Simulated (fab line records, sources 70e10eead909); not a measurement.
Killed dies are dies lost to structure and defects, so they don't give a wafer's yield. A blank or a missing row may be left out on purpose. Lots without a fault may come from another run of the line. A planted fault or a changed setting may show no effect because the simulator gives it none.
Which tool did it? | flow nand_harc | 24 lots, 72 wafers sampled, at 6 steps of a route of 1302

WHAT THE GAUGES READ, wafer by wafer
NHARC_A_SLIT_CD_MEAS_21. Usual: cd_nm 289.6 nm, standard deviation 0.71.
lot  | measured     | on        | cd_nm (nm)        | flag
L074 | day 19 20:03 | cd_sem-01 | 289.9 289.5 290.6 |
L075 | day 20 12:38 | cd_sem-02 | 289.6 288.8 289.2 |
L076 | day 20 13:41 | cd_sem-03 | 289.5 289.8 289.4 |
L077 | day 20 19:20 | cd_sem-01 | 290.2 290.5 290.4 |
L078 | day 21 13:38 | cd_sem-02 | 290.2 290.1 289.5 |
L080 | day 21 23:23 | cd_sem-01 | 290.1 289.4 289.4 |
L079 | day 22 00:19 | cd_sem-03 | 289.2 289.1 289.2 |
L081 | day 22 15:41 | cd_sem-01 | 287.9 288.7 288.6 |
L082 | day 23 12:53 | cd_sem-03 | 290.2 289.8 289.4 |
L083 | day 23 20:07 | cd_sem-02 | 290.4 290.2 290.1 |
L084 | day 23 20:46 | cd_sem-03 | 290.3 290.1 290.2 |
L086 | day 24 09:48 | cd_sem-03 | 289.0 289.2 288.7 |
L085 | day 24 09:55 | cd_sem-01 | 289.3 290.2 290.0 |
L087 | day 25 13:08 | cd_sem-03 | 288.6 288.2 288.5 |
L088 | day 25 13:28 | cd_sem-01 | 289.9 289.9 290.1 |
L089 | day 25 09:39 | cd_sem-01 | 288.2 288.9 289.3 |
L091 | day 26 15:07 | cd_sem-03 | 290.3 289.8 290.0 |
L090 | day 27 03:16 | cd_sem-01 | 291.2 290.1 290.3 |
L094 | day 27 23:19 | cd_sem-01 | 289.7 288.9 288.9 |
L093 | day 28 01:08 | cd_sem-01 | 289.6 290.0 289.1 |
L092 | day 27 21:17 | cd_sem-02 | 288.4 288.6 288.3 |
L096 | day 28 14:47 | cd_sem-03 | 289.9 290.1 290.5 |
L095 | day 28 15:35 | cd_sem-01 | 290.0 289.5 289.8 |
L097 | day 29 09:59 | cd_sem-01 | 291.4 290.8 290.5 |

WHICH TOOL RAN EACH LOT (tool, then ch and the chambers of the sampled wafers, then the start)
lot  | NHARC_A_STAIRCASE_CMP_450     | NHARC_A_SGD_CUT_DESCUM_14          | NHARC_A_SGD_CUT_ETCH_58            | NHARC_A_SLIT_DEP_00           | NHARC_A_SLIT_DESCUM_14
L074 | cmp-04 ch 2,3, day 18 23:05   | rie_diel-13 ch 1,3, day 19 01:52   | rie_diel-13 ch 0,1,3, day 19 01:56 | acl_dep-03 ch 0, day 19 10:20 | rie_diel-03 ch 2,3, day 19 13:40
L075 | cmp-01 ch 2,3, day 19 11:49   | rie_diel-13 ch 1,2, day 19 14:27   | rie_diel-13 ch 1,2,3, day 19 14:33 | acl_dep-03 ch 0, day 19 23:20 | rie_diel-06 ch 0,1, day 20 02:43
L076 | cmp-04 ch 0,1, day 19 12:18   | rie_diel-02 ch 2,3, day 19 15:04   | rie_diel-02 ch 0,1,3, day 19 15:10 | acl_dep-02 ch 0, day 20 00:55 | rie_diel-06 ch 0,2,3, day 20 03:43
L077 | cmp-01 ch 1,2,3, day 19 22:28 | rie_diel-12 ch 1,2,3, day 20 01:15 | rie_diel-12 ch 1,2,3, day 20 01:20 | acl_dep-02 ch 0, day 20 08:18 | rie_diel-03 ch 0,1,3, day 20 12:57
L078 | cmp-02 ch 0,3, day 20 12:50   | rie_diel-02 ch 0,1,2, day 20 15:37 | rie_diel-02 ch 1,2, day 20 15:44   | acl_dep-01 ch 0, day 21 03:23 | rie_diel-11 ch 1,3, day 21 07:16
L080 | cmp-02 ch 0,2,3, day 21 00:50 | rie_diel-13 ch 0,2,3, day 21 03:36 | rie_diel-13 ch 0,2, day 21 03:41   | acl_dep-01 ch 0, day 21 12:23 | rie_diel-06 ch 1,3, day 21 17:04
L079 | cmp-04 ch 0,1, day 21 01:01   | rie_diel-02 ch 1,2, day 21 03:51   | rie_diel-02 ch 0,1,2, day 21 03:57 | acl_dep-02 ch 0, day 21 13:24 | rie_diel-03 ch 0,3, day 21 18:02
L081 | cmp-01 ch 0,1,3, day 21 18:53 | rie_diel-12 ch 1,2,3, day 21 21:38 | rie_diel-12 ch 0,1,2, day 21 21:44 | acl_dep-02 ch 0, day 22 04:41 | rie_diel-11 ch 0,3, day 22 09:09
L082 | cmp-01 ch 0,1,2, day 22 15:32 | rie_diel-02 ch 0,1,2, day 22 18:38 | rie_diel-02 ch 1,2,3, day 22 18:43 | acl_dep-02 ch 0, day 23 01:37 | rie_diel-06 ch 0,2, day 23 06:20
L083 | cmp-01 ch 0,2,3, day 22 21:53 | rie_diel-13 ch 2,3, day 23 00:32   | rie_diel-13 ch 0,2,3, day 23 00:37 | acl_dep-03 ch 0, day 23 07:41 | rie_diel-03 ch 0,1,3, day 23 13:49
L084 | cmp-02 ch 1,2,3, day 22 22:14 | rie_diel-12 ch 1,2,3, day 23 00:58 | rie_diel-12 ch 0,1, day 23 01:02   | acl_dep-01 ch 0, day 23 09:11 | rie_diel-11 ch 0,2,3, day 23 13:53
L086 | cmp-01 ch 0,2,3, day 23 12:21 | rie_diel-02 ch 2,3, day 23 15:06   | rie_diel-02 ch 0,2,3, day 23 15:11 | acl_dep-03 ch 0, day 23 23:55 | rie_diel-06 ch 0,1,3, day 24 03:29
L085 | cmp-02 ch 1,2,3, day 23 15:13 | rie_diel-02 ch 1,2,3, day 23 17:59 | rie_diel-02 ch 0,1,3, day 23 18:04 | acl_dep-02 ch 0, day 23 22:40 | rie_diel-03 ch 2,3, day 24 03:20
L087 | cmp-02 ch 0,3, day 24 12:19   | rie_diel-02 ch 1,2, day 24 15:05   | rie_diel-02 ch 0,2, day 24 15:11   | acl_dep-03 ch 0, day 25 02:18 | rie_diel-11 ch 0,1, day 25 06:17
L088 | cmp-01 ch 0,3, day 24 12:22   | rie_diel-13 ch 0,1,3, day 24 15:11 | rie_diel-13 ch 2,3, day 24 15:16   | acl_dep-02 ch 0, day 25 03:13 | rie_diel-03 ch 0,1, day 25 07:02
L089 | cmp-04 ch 0,1,3, day 24 12:36 | rie_diel-02 ch 1,2,3, day 24 15:27 | rie_diel-02 ch 0,1,2, day 24 15:32 | acl_dep-01 ch 0, day 24 23:29 | rie_diel-11 ch 1,2, day 25 03:23
L091 | cmp-01 ch 1,2, day 25 18:23   | rie_diel-13 ch 1,3, day 25 21:10   | rie_diel-13 ch 1,2,3, day 25 21:16 | acl_dep-01 ch 0, day 26 04:51 | rie_diel-06 ch 1,3, day 26 08:48
L090 | cmp-02 ch 1,2,3, day 26 03:28 | rie_diel-02 ch 1,3, day 26 06:14   | rie_diel-02 ch 0,1,2, day 26 06:19 | acl_dep-01 ch 0, day 26 15:59 | rie_diel-06 ch 1,2,3, day 26 20:39
L094 | cmp-02 ch 0,1,3, day 26 23:46 | rie_diel-13 ch 0,1,2, day 27 02:25 | rie_diel-13 ch 0,1,3, day 27 02:31 | acl_dep-01 ch 0, day 27 11:25 | rie_diel-11 ch 0,1,3, day 27 16:04
L093 | cmp-04 ch 2,3, day 27 00:02   | rie_diel-13 ch 2,3, day 27 03:47   | rie_diel-13 ch 0,3, day 27 03:52   | acl_dep-03 ch 0, day 27 13:54 | rie_diel-06 ch 0,1,3, day 27 16:47
L092 | cmp-02 ch 1,2, day 27 00:37   | rie_diel-02 ch 1,2, day 27 03:22   | rie_diel-02 ch 0,1,3, day 27 03:27 | acl_dep-02 ch 0, day 27 12:21 | rie_diel-06 ch 2,3, day 27 14:57
L096 | cmp-01 ch 0,1,3, day 27 17:58 | rie_diel-12 ch 1,2,3, day 27 20:48 | rie_diel-12 ch 1,3, day 27 20:54   | acl_dep-02 ch 0, day 28 04:26 | rie_diel-11 ch 0,1,2, day 28 08:27
L095 | cmp-04 ch 0,1,2, day 27 18:13 | rie_diel-13 ch 0,1,3, day 27 21:01 | rie_diel-13 ch 0,1,2, day 27 21:06 | acl_dep-03 ch 0, day 28 04:40 | rie_diel-06 ch 0,3, day 28 09:17
L097 | cmp-04 ch 1,3, day 28 10:44   | rie_diel-13 ch 0,1,2, day 28 13:31 | rie_diel-13 ch 1,2, day 28 13:35   | acl_dep-01 ch 0, day 28 23:04 | rie_diel-06 ch 2,3, day 29 03:44
- NHARC_A_STAIRCASE_CMP_450: polishes SiO2, target thk 200 nm.
- NHARC_A_SGD_CUT_DESCUM_14: chemistry O2, time 3 s.
- NHARC_A_SGD_CUT_ETCH_58: etches the open film in CF4, target depth 39 nm, time 65 s.
- NHARC_A_SLIT_DEP_00: deposits aC, target thk 6200 nm.
- NHARC_A_SLIT_DESCUM_14: chemistry O2, time 3 s.

WHAT THE TOOLS THEMSELVES READ (means of the sampled wafers that have a number; where no wafer has one, the mark that the record gives instead)
NHARC_A_STAIRCASE_CMP_450. Usual: motor_current_A 12.1 A, standard deviation 0.83.
lot  | tool   | motor_current_A (A) | flag
L074 | cmp-04 | 11.5                |
L075 | cmp-01 | 11.3                |
L076 | cmp-04 | 11.7                |
L077 | cmp-01 | 11.7                |
L078 | cmp-02 | 12.8                |
L080 | cmp-02 | 12.2                |
L079 | cmp-04 | 11.4                |
L081 | cmp-01 | 12.1                |
L082 | cmp-01 | 12.8                |
L083 | cmp-01 | 11.6                |
L084 | cmp-02 | 12.2                |
L086 | cmp-01 | 12.1                |
L085 | cmp-02 | 12.3                |
L087 | cmp-02 | 12.4                |
L088 | cmp-01 | 11.6                |
L089 | cmp-04 | 12.2                |
L091 | cmp-01 | 12.6                |
L090 | cmp-02 | 12.1                |
L094 | cmp-02 | 12.4                |
L093 | cmp-04 | 12.6                |
L092 | cmp-02 | 11.9                |
L096 | cmp-01 | 12.2                |
L095 | cmp-04 | 11.3                |
L097 | cmp-04 | 12.2                |

NHARC_A_SGD_CUT_DESCUM_14. Usual: drypump_motor_current_A 6.10 A, standard deviation 0.28; oes_product_au 1.000 a.u., standard deviation 0.0071; rf_vpp_V 57.9 V, standard deviation 0.93; showerhead_plenum_p_Torr 1.96 Torr, standard deviation 0.077; throttle_valve_pct 11.310 %, standard deviation 0.0089.
lot  | tool        | drypump_motor_current_A (A) | oes_product_au (a.u.) | rf_vpp_V (V) | showerhead_plenum_p_Torr (Torr) | throttle_valve_pct (%) | flag
L074 | rie_diel-13 | 6.04                        | 1.005                 | 57.6         | 2.03                            | 11.310                 |
L075 | rie_diel-13 | 5.95                        | 1.002                 | 57.4         | 1.95                            | 11.303                 |
L076 | rie_diel-02 | 6.03                        | 0.997                 | 57.8         | 2.02                            | 11.305                 |
L077 | rie_diel-12 | 6.16                        | 1.000                 | 58.2         | 1.86                            | 11.301                 |
L078 | rie_diel-02 | 6.05                        | 0.994                 | 57.0         | 1.99                            | 11.313                 |
L080 | rie_diel-13 | 6.09                        | 1.004                 | 57.6         | 1.94                            | 11.310                 |
L079 | rie_diel-02 | 6.11                        | 0.996                 | 57.7         | 2.02                            | 11.302                 |
L081 | rie_diel-12 | 6.16                        | 0.998                 | 56.7         | 1.86                            | 11.301                 |
L082 | rie_diel-02 | 6.06                        | 1.003                 | 57.7         | 1.99                            | 11.322                 |
L083 | rie_diel-13 | 5.78                        | 1.003                 | 57.6         | 1.96                            | 11.313                 |
L084 | rie_diel-12 | 6.17                        | 0.997                 | 57.5         | 1.86                            | 11.304                 |
L086 | rie_diel-02 | 6.04                        | 0.998                 | 57.9         | 2.02                            | 11.314                 |
L085 | rie_diel-02 | 6.15                        | 1.000                 | 58.1         | 2.03                            | 11.312                 |
L087 | rie_diel-02 | 6.25                        | 0.998                 | 57.5         | 2.02                            | 11.307                 |
L088 | rie_diel-13 | 6.27                        | 1.000                 | 58.5         | 1.97                            | 11.309                 |
L089 | rie_diel-02 | 6.16                        | 1.000                 | 58.2         | 2.03                            | 11.312                 |
L091 | rie_diel-13 | 6.20                        | 0.999                 | 58.5         | 2.01                            | 11.312                 |
L090 | rie_diel-02 | 6.29                        | 0.996                 | 58.5         | 2.03                            | 11.318                 |
L094 | rie_diel-13 | 6.21                        | 1.007                 | 57.8         | 1.92                            | 11.318                 |
L093 | rie_diel-13 | 5.78                        | 1.000                 | 58.7         | 1.95                            | 11.312                 |
L092 | rie_diel-02 | 6.10                        | 1.005                 | 58.5         | 2.01                            | 11.309                 |
L096 | rie_diel-12 | 6.16                        | 0.992                 | 57.7         | 1.86                            | 11.315                 |
L095 | rie_diel-13 | 6.26                        | 1.004                 | 57.9         | 1.97                            | 11.314                 |
L097 | rie_diel-13 | 6.23                        | 0.994                 | 57.2         | 1.92                            | 11.313                 |

NHARC_A_SGD_CUT_ETCH_58. Usual: drypump_motor_current_A 6.12 A, standard deviation 0.29; oes_product_au 0.999 a.u., standard deviation 0.0073; rf_vpp_V 151.6 V, standard deviation 1.2; showerhead_plenum_p_Torr 1.81 Torr, standard deviation 0.066; throttle_valve_pct 13.284 %, standard deviation 0.0095.
lot  | tool        | drypump_motor_current_A (A) | oes_product_au (a.u.) | rf_vpp_V (V) | showerhead_plenum_p_Torr (Torr) | throttle_valve_pct (%) | flag
L074 | rie_diel-13 | 6.28                        | 1.004                 | 152.0        | 1.81                            | 13.295                 |
L075 | rie_diel-13 | 5.97                        | 1.000                 | 151.3        | 1.83                            | 13.292                 |
L076 | rie_diel-02 | 6.09                        | 0.990                 | 153.3        | 1.85                            | 13.289                 |
L077 | rie_diel-12 | 6.17                        | 0.997                 | 150.9        | 1.73                            | 13.286                 |
L078 | rie_diel-02 | 6.27                        | 0.992                 | 151.2        | 1.86                            | 13.282                 |
L080 | rie_diel-13 | 6.29                        | 1.013                 | 151.2        | 1.74                            | 13.284                 |
L079 | rie_diel-02 | 6.06                        | 0.996                 | 152.0        | 1.84                            | 13.293                 |
L081 | rie_diel-12 | 6.06                        | 0.992                 | 151.5        | 1.75                            | 13.283                 |
L082 | rie_diel-02 | 6.15                        | 0.991                 | 152.6        | 1.87                            | 13.274                 |
L083 | rie_diel-13 | 6.08                        | 1.001                 | 151.4        | 1.79                            | 13.288                 |
L084 | rie_diel-12 | 6.05                        | 1.006                 | 151.5        | 1.81                            | 13.284                 |
L086 | rie_diel-02 | 5.97                        | 0.990                 | 152.5        | 1.84                            | 13.279                 |
L085 | rie_diel-02 | 6.10                        | 1.001                 | 151.7        | 1.85                            | 13.278                 |
L087 | rie_diel-02 | 5.93                        | 0.993                 | 151.7        | 1.83                            | 13.295                 |
L088 | rie_diel-13 | 5.84                        | 0.998                 | 152.4        | 1.84                            | 13.280                 |
L089 | rie_diel-02 | 6.05                        | 1.004                 | 151.2        | 1.83                            | 13.279                 |
L091 | rie_diel-13 | 6.01                        | 1.006                 | 150.9        | 1.83                            | 13.280                 |
L090 | rie_diel-02 | 6.05                        | 1.000                 | 152.1        | 1.83                            | 13.292                 |
L094 | rie_diel-13 | 6.27                        | 0.999                 | 152.1        | 1.81                            | 13.275                 |
L093 | rie_diel-13 | 6.36                        | 1.001                 | 151.3        | 1.77                            | 13.280                 |
L092 | rie_diel-02 | 6.08                        | 1.000                 | 151.6        | 1.84                            | 13.280                 |
L096 | rie_diel-12 | 5.95                        | 0.996                 | 151.3        | 1.74                            | 13.293                 |
L095 | rie_diel-13 | 6.21                        | 0.998                 | 150.6        | 1.78                            | 13.277                 |
L097 | rie_diel-13 | 6.14                        | 0.998                 | 151.6        | 1.82                            | 13.289                 |

NHARC_A_SLIT_DEP_00. Usual: throttle_valve_pct 35.000 %, standard deviation 0.0095.
lot  | tool       | throttle_valve_pct (%) | flag
L074 | acl_dep-03 | 34.996                 |
L075 | acl_dep-03 | 35.009                 |
L076 | acl_dep-02 | 34.998                 |
L077 | acl_dep-02 | 35.000                 |
L078 | acl_dep-01 | 35.007                 |
L080 | acl_dep-01 | 34.999                 |
L079 | acl_dep-02 | 34.985                 |
L081 | acl_dep-02 | 34.991                 |
L082 | acl_dep-02 | 35.004                 |
L083 | acl_dep-03 | 35.014                 |
L084 | acl_dep-01 | 35.003                 |
L086 | acl_dep-03 | 35.001                 |
L085 | acl_dep-02 | 34.996                 |
L087 | acl_dep-03 | 35.005                 |
L088 | acl_dep-02 | 35.003                 |
L089 | acl_dep-01 | 34.997                 |
L091 | acl_dep-01 | 35.010                 |
L090 | acl_dep-01 | 35.009                 |
L094 | acl_dep-01 | 34.990                 |
L093 | acl_dep-03 | 35.004                 |
L092 | acl_dep-02 | 34.991                 |
L096 | acl_dep-02 | 35.005                 |
L095 | acl_dep-03 | 35.005                 |
L097 | acl_dep-01 | 34.992                 |

NHARC_A_SLIT_DESCUM_14. Usual: drypump_motor_current_A 5.8 A, standard deviation 0.38; oes_product_au 0.999 a.u., standard deviation 0.0079; rf_vpp_V 57.9 V, standard deviation 0.95; showerhead_plenum_p_Torr 1.95 Torr, standard deviation 0.067; throttle_valve_pct 11.312 %, standard deviation 0.0094.
lot  | tool        | drypump_motor_current_A (A) | oes_product_au (a.u.) | rf_vpp_V (V) | showerhead_plenum_p_Torr (Torr) | throttle_valve_pct (%) | flag
L074 | rie_diel-03 | 5.2                         | 1.009                 | 58.8         | 2.03                            | 11.313                 |
L075 | rie_diel-06 | 5.7                         | 0.990                 | 58.1         | 1.98                            | 11.307                 |
L076 | rie_diel-06 | 6.0                         | 1.007                 | 58.4         | 1.92                            | 11.303                 |
L077 | rie_diel-03 | 5.4                         | 1.001                 | 58.5         | 1.94                            | 11.314                 |
L078 | rie_diel-11 | 6.0                         | 1.011                 | 57.9         | 1.92                            | 11.305                 |
L080 | rie_diel-06 | 5.5                         | 0.997                 | 57.4         | 1.92                            | 11.311                 |
L079 | rie_diel-03 | 5.2                         | 0.998                 | 57.9         | 1.99                            | 11.306                 |
L081 | rie_diel-11 | 5.9                         | 1.000                 | 57.9         | 1.92                            | 11.313                 |
L082 | rie_diel-06 | 6.1                         | 0.996                 | 57.5         | 1.98                            | 11.319                 |
L083 | rie_diel-03 | 5.4                         | 1.004                 | 57.4         | 1.93                            | 11.314                 |
L084 | rie_diel-11 | 5.9                         | 1.003                 | 58.9         | 1.97                            | 11.315                 |
L086 | rie_diel-06 | 5.8                         | 0.992                 | 57.0         | 1.94                            | 11.314                 |
L085 | rie_diel-03 | 5.6                         | 1.001                 | 57.9         | 2.01                            | 11.307                 |
L087 | rie_diel-11 | 6.0                         | 0.995                 | 58.5         | 1.99                            | 11.321                 |
L088 | rie_diel-03 | 5.6                         | 1.002                 | 57.9         | 1.91                            | 11.309                 |
L089 | rie_diel-11 | 6.0                         | 1.005                 | 58.9         | 2.00                            | 11.315                 |
L091 | rie_diel-06 | 5.5                         | 0.999                 | 58.0         | 1.92                            | 11.318                 |
L090 | rie_diel-06 | 5.8                         | 0.992                 | 58.3         | 1.90                            | 11.317                 |
L094 | rie_diel-11 | 6.0                         | 1.005                 | 58.6         | 1.95                            | 11.316                 |
L093 | rie_diel-06 | 5.8                         | 1.005                 | 58.0         | 1.94                            | 11.309                 |
L092 | rie_diel-06 | 6.0                         | 1.006                 | 57.2         | 1.87                            | 11.311                 |
L096 | rie_diel-11 | 5.9                         | 0.982                 | 58.8         | 2.00                            | 11.313                 |
L095 | rie_diel-06 | 5.9                         | 1.000                 | 57.1         | 1.91                            | 11.315                 |
L097 | rie_diel-06 | 6.0                         | 0.999                 | 57.8         | 1.87                            | 11.308                 |

THE ANSWER, worked out from the rows above alone
Rule: a lot is off if the mean of its wafers that have a number lies more than 3 standard deviations from the usual mean. A lot without any number at a reading at which 4 lots or more have one is off too. The other lots that the step has rows for count as sound. The gauges are gone through in route order, then the tools' own readings, and for those a lot's mean is taken as printed above. The first step at which some lot is off is used, and at that step the reading that is off furthest; a lot without a number counts as furthest.
No lot is off at any reading shown: from this, nothing can be told.

WHAT THE SIMULATOR HAD PUT IN
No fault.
